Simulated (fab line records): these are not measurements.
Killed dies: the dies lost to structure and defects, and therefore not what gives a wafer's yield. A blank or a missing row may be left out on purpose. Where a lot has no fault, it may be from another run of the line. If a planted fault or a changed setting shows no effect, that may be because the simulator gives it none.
A struck lot beside a sound one / flow n5Finfet / 43 steps out of a route of 1938
Sound: these wafers, L964.2, L964.3, L964.5. Struck: wafers L976.1, L976.4. The cause is named last.
Per side, at each step with rows, come the tool, then ch with its chambers, and then its first start. Under that, the readings that differ: sound wafers / struck wafers / difference of the means / sigmas: that difference in standard deviations of wafers without a fault.
alike: readings with means less than 2 such deviations apart, plus words and numbers identical on both sides. not compared: withheld readings, readings lacking a value on some wafer, bounds such as >300 that could conceal the same value, and numbers that have no deviation in the record and whose values overlap.
The two part at a step that has a row with sigmas, a row that says differs or no value, or rows on one side only. Numbers that have no deviation but don't overlap get no sigmas and don't part them. A reading that every wafer of one side lacks parts them only if that side has two wafers or more.

N5_SD_EPI_P_ETCH_36: etches SiARC in CF4, target depth 45.5 nm, time 75.8 s.
  sound on rieDiel-01 ch 1,2,3, day 4 00:13; struck on rieDiel-01 ch 2,3, day 7 00:38
  alike: drypumpMotorCurrentA, etchRfOnTimeS, oesProductAu, rfVppV, showerheadPlenumPTorr, throttleValvePct
  not compared: rfHoursCounterH
then, 8 steps without rows for these wafers: N5_SD_EPI_P_ETCH_37 (etches SOC in N2/H2, overetch 108 nm, time 486 s); N5_SD_EPI_P_STRIP_38 (strips in N2/H2); N5_SD_EPI_P_ETCHBACK_46 (etches SiNx in CH3F/O2, stops on SiO2, target depth 17.5 nm); N5_SD_EPI_P_ETCH_47 (etches SiOCN in CH3F/O2, target depth 25 nm); N5_SD_EPI_P_ETCH_16 (etches SiO2 in CHF3/O2, target depth 5 nm); N5_SD_EPI_P_STRIP_50 (strips in CHF3/O2); N5_SD_EPI_P_SD_RECESS_17 (chemistry HBr/Cl2/O2, target depth 39.1 nm, bt time 3 s); N5_SD_EPI_P_WET_ETCH_45 (etches SiO2 in dHF, time 10.7 s, target depth 2 nm, rinse time 30 s).
N5_SD_EPI_P_STRIP_40: strips in N2/H2.
  sound on plasmaAsher-01 ch 1, day 4 01:01; struck on plasmaAsher-01 ch 0, day 7 01:25
  alike: drypumpMotorCurrentA, heaterPowerW, oesProductAu
  not compared: rfHoursCounterH
then, 2 steps without rows for these wafers: N5_SD_EPI_P_PRECLEAN_52 (cleans in O3/DIW, time 60 s); N5_SD_EPI_P_SRD_20 (time 30 s).
N5_SD_EPI_P_PRECLEAN_51: cleans in NF3:NH3, afs cycles 1, time 20 s, sublimation time 60 s.
  sound on epiRpcvd-01 ch 0, day 4 01:12; struck on epiRpcvd-01 ch 0, day 7 01:35
then, 1 step without rows for these wafers: N5_SD_EPI_P_VAPOR_ETCH_44 (etches SiGe30 in NF3/Ar, time 3.3 s).
N5_SD_EPI_P_EPI_21: deposits SiGe:B, time 355 s.
  sound on epiRpcvd-01 ch 0, day 4 01:53; struck on epiRpcvd-01 ch 0, day 7 01:56
reading=model.SiGe-B_of_SD_EPI_P_EPI_21.thkNm (nm); sound=60.8 60.4 61.6; struck=54.6 54.4; difference=-6.4; sigmas=
N5_SD_EPI_P_EPI_MEAS_23:
  struck on filmMetro-01, day 7 04:08; sound on filmMetro-02, day 4 03:44
reading=thkNm (nm); sound=62.5 58.8 60.1; struck=54.1 54.4; difference=-6.2; sigmas=-5
then, 6 steps without rows for these wafers: N5_SD_EPI_P_HM_STRIP_48 (strips SiNx in H3PO4, material SiNx, target depth 3 nm); N5_SD_EPI_P_SRD_49 (time 30 s); N5_SD_EPI_P_PRECLEAN_24 (cleans in O3/DIW, time 45 s); N5_SD_EPI_P_PRECLEAN_32 (cleans in dHF, time 10 s); N5_SD_EPI_P_PRECLEAN_33 (cleans in SC2, time 45 s); N5_SD_EPI_P_SRD_25 (time 30 s).
N5_SD_EPI_P_INSPECT_26: inspects for defects (darkfield).
  struck on defectInspect-02, day 7 04:20; sound on defectInspect-01, day 4 03:54
  alike: rawDefectCount
N5_SD_ACTIVATION_RTA_00: time 0 s.
  sound on rtpAnneal-01 ch 0, day 4 03:58; struck on rtpAnneal-01 ch 0, day 7 04:21
  alike: lampPowerPct, lamp_zone_2_pct, lamp_zone_4_pct, wafer_temp_C_max
then, 1 step without rows for these wafers: N5_SD_ACTIVATION_LSA_01 (time 0.0008 s).
N5_SD_ACTIVATION_RS_MEAS_03: a four-point-probe measurement.
  struck on filmMetro-02, day 7 04:46; sound on filmMetro-02, day 4 04:22
reading=RS_SD_P (ohm/sq); sound=56.5 56.6 55.5; struck=62.9 63.3; difference=+6.9; sigmas=+8
  alike: RS_SD_N
N5_SD_ACTIVATION_INSPECT_02: inspects for defects (darkfield).
  struck on defectInspect-02, day 7 05:05; sound on defectInspect-02, day 4 04:40
  alike: rawDefectCount
then, 4 steps without rows for these wafers: N5_ILD0_LINER_00 (material SiNx, target thk 4 nm, pulse time 1 s, purge time 2 s); N5_ILD0_FCVD_FILL_01 (material SiO2 flowable, target thk 200 nm, time 328.3 s); N5_ILD0_CURE_02 (time 1800 s); N5_ILD0_CMP_03 (polishes, stops on SiNx, t overpolish 1.9 s, target thk 197.38 nm).
N5_ILD0_THK_MEAS_04:
  struck on filmMetro-02, day 7 07:48; sound on filmMetro-02, day 4 07:38
  alike: thkNm
then, 1 step without rows for these wafers: N5_ILD0_CMP_07 (polishes SiO2 flowable, stops on poly-Si, t overpolish 1.18 s, target thk 138.88 nm).
N5_ILD0_THK_MEAS_08:
  struck on filmMetro-02, day 7 08:08; sound on filmMetro-01, day 4 07:58
  alike: thkNm
then, 1 step without rows for these wafers: N5_ILD0_PRECLEAN_10 (cleans in NF3:NH3, afs cycles 5, time 20 s, sublimation time 60 s).
N5_ILD0_ALD_15: deposits SiNx, target thk 24 nm, pulse time 1 s, ald cycles 480.
  sound on aldSin-02 ch 0,1, day 4 08:40; struck on aldSin-01 ch 0,3, day 7 08:50
  alike: heaterPowerW, precursorPulseHeightRel
N5_ILD0_CMP_12: polishes SiNx, stops on poly-Si, t overpolish 6 s, target thk 17.67 nm.
  sound on cmp-02 ch 2,3, day 4 10:53; struck on cmp-02 ch 0,3, day 7 11:07
  alike: motorCurrentA, overpolishRunS, timeToEndpointS
N5_ILD0_THK_MEAS_13:
  struck on filmMetro-02, day 7 11:20; sound on filmMetro-01, day 4 11:10
  alike: thkNm
N5_ILD0_INSPECT_06: inspects for defects (darkfield).
  struck on defectInspect-02, day 7 11:22; sound on defectInspect-01, day 4 11:12
reading=rawDefectCount; sound=54 62 73; struck=35 14; difference=-38; sigmas=-2
then, 2 steps without rows for these wafers: N5_SDB_HM_DEP_00 (deposits SiNx from SiH4/NH3/N2, target thk 40 nm, time 35.3 s); N5_SDB_COAT_03 (time 60 s, resist thk 100 nm).
N5_MOL_CONTACT_COAG_ETCH_110: etches Si in CF4/O2, target depth 2.5 nm, time 8 s.
  sound on rieDiel-05 ch 0,1,2, day 5 11:10; struck on rieDiel-04 ch 1,3, day 8 10:19
reading=model.SiGe-B_of_SD_EPI_P_EPI_21.thkNm (nm); sound=58 57.6 58.8; struck=52.2 51.8; difference=-6.1; sigmas=
  alike: drypumpMotorCurrentA, oes_o_777_au, oesProductAu, rfVppV, showerheadPlenumPTorr, throttleValvePct
  not compared: rfHoursCounterH
-- a jump in the record: the struck wafers' starts before and after are 9 days apart (it breaks off in module MOL_CONTACT_COAG and resumes in module BEOL_M4, where the first step shown is number 1111 of the route) --
N5_BEOL_M4_RC_MEAS_101:
  sound on prober-01 ch 0, day 10 03:59; struck on prober-01 ch 0, day 17 07:19
reading=IOFF_P (nA/um); sound=0.220 0.219 0.263; struck=0.146 0.136; difference=-0.093; sigmas=-3
reading=IOFF_P_85C (nA/um); sound=3.8 3.8 4.4; struck=2.6 2.5; difference=-1.5; sigmas=-4
reading=IOFF_P_LIN (nA/um); sound=0.106 0.105 0.120; struck=0.072 0.067; difference=-0.041; sigmas=-4
reading=IOFF_P_LONG (nA/um); sound=0.000107 0.00011 0.000107; struck=0.000128 0.000121; difference=+0.000016; sigmas=+2
reading=ION_P (uA/um); sound=467 465 469; struck=428 425; difference=-40; sigmas=-7
reading=REXT_P (ohm.um); sound=98.3 97.4 97.2; struck=126.6 126.5; difference=+28.9; sigmas=+14
reading=RS_SD_P (ohm/sq); sound=65.9 66.3 65.4; struck=74.0 75.0; difference=+8.6; sigmas=+9
reading=VT_P (mV); sound=-248.3 -249.1 -247.9; struck=-258.3 -258.9; difference=-10.2; sigmas=-4
reading=VT_P_LVT (mV); sound=-96.6 -96.9 -94.7; struck=-108.8 -110.1; difference=-13.4; sigmas=-7
  alike: DIBL_N, DIBL_P, IOFF_N, ION_N, SS_N, SS_P, VT_N

## WHERE THEY PART
First at N5_SD_EPI_P_EPI_MEAS_23; last, within this record, at N5_BEOL_M4_RC_MEAS_101.

WHY: whatever the simulator had introduced
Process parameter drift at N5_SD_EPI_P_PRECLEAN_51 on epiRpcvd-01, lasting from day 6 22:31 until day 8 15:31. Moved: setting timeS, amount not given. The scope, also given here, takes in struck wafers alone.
